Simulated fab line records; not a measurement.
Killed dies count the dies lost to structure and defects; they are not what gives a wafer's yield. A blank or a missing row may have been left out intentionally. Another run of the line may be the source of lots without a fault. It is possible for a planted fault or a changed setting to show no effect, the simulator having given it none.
Matching of chambers | flow n5-finfet | N5_BEOL_M14_CMP_49 on cmp-03 has 4 sister chambers
The step polishes, stops on SiO2, t overpolish 5.2 s, target thk 560 nm. 18 wafers are shown with their chamber, then 9 later ones without.

EACH WAFER AND ITS CHAMBER
wafer  | chamber | motor-current-A (A) | time-to-endpoint-s (s) | retaining-ring-pressure-frac
L076.3 | 3       | 9.2                 | 125                    | 1.000
L076.4 | 2       | 9.6                 | 135                    | 0.998
L076.6 | 0       | 10.3                | 123                    | 1.008
L077.1 | 1       | 8.7                 | 130                    | 0.994
L077.2 | 2       | 9.3                 | 129                    | 1.002
L077.6 | 2       | 10.0                | 125                    | 1.007
L085.1 | 2       | 9.4                 | 128                    | 1.001
L085.4 | 3       | 9.5                 | 124                    | 1.000
L085.5 | 1       | 8.9                 | 133                    | 0.996
L088.2 | 0       | 10.2                | 123                    | 1.006
L088.3 | 2       | 9.5                 | 128                    | 0.996
L088.4 | 3       | 9.4                 | 125                    | 1.005
L092.4 | 3       | 9.8                 | 124                    | 1.002
L092.5 | 3       | 9.5                 | 123                    | 0.997
L092.6 | 0       | 10.0                | 122                    | 1.004
L094.1 | 2       | 9.9                 | 128                    | 1.003
L094.2 | 3       | 9.6                 | 122                    | 0.996
L094.4 | 0       | 10.6                | 122                    | 1.005

SIGNATURES (means of the wafers above)
reading                      | chamber 0 | chamber 1 | chamber 2 | chamber 3 | scatter within a chamber
motor-current-A              | 10.275    | 8.800     | 9.617     | 9.500     | 0.238
time-to-endpoint-s           | 122.50    | 131.50    | 128.83    | 123.83    | 2.19
retaining-ring-pressure-frac | 1.00575   | 0.99500   | 1.00117   | 1.00000   | 0.00316
Rule: a wafer's distance from a chamber is the root of the sum, over the readings, of the square of ((its reading less the chamber's mean) divided by the reading's scatter). If the next closest chamber is less than 2 further off than the closest, the wafer can't be placed; otherwise it belongs to the closest. The scatter is the square root of a quotient: the sum, over the shown wafers, of each reading's squared deviation from its chamber's mean, divided by wafers minus chambers.

WAFERS WITH NO CHAMBER GIVEN
wafer  | motor-current-A (A) | time-to-endpoint-s (s) | retaining-ring-pressure-frac
L097.2 | 9.6                 | 122                    | 1.000
L097.3 | 8.6                 | 135                    | 0.998
L097.5 | 8.6                 | 130                    | 1.005
L095.2 | 8.3                 | 127                    | 1.002
L095.3 | 9.4                 | 124                    | 1.001
L095.6 | 8.2                 | 130                    | 1.001
L096.3 | 9.0                 | 123                    | 1.006
L096.4 | 10.0                | 120                    | 0.994
L096.5 | 9.8                 | 127                    | 1.003

WHICH CHAMBER EACH WENT THROUGH
wafer  | from the rows above          | in truth
L097.2 | 3                            | 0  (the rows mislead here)
L097.3 | 1                            | 1
L097.5 | can't be placed: 1 or 2 or 3 | 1
L095.2 | can't be placed: 1 or 3 or 2 | 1
L095.3 | can't be placed: 3 or 2      | 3
L095.6 | 1                            | 1
L096.3 | can't be placed: 3 or 2      | 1
L096.4 | can't be placed: 3 or 0 or 2 | 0
L096.5 | can't be placed: 2 or 3 or 0 | 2
Correct placement for 2 of the 9. Cannot be placed on the basis of these rows: 6; the candidates contain the true chamber in 5. Placed wrongly: 1.
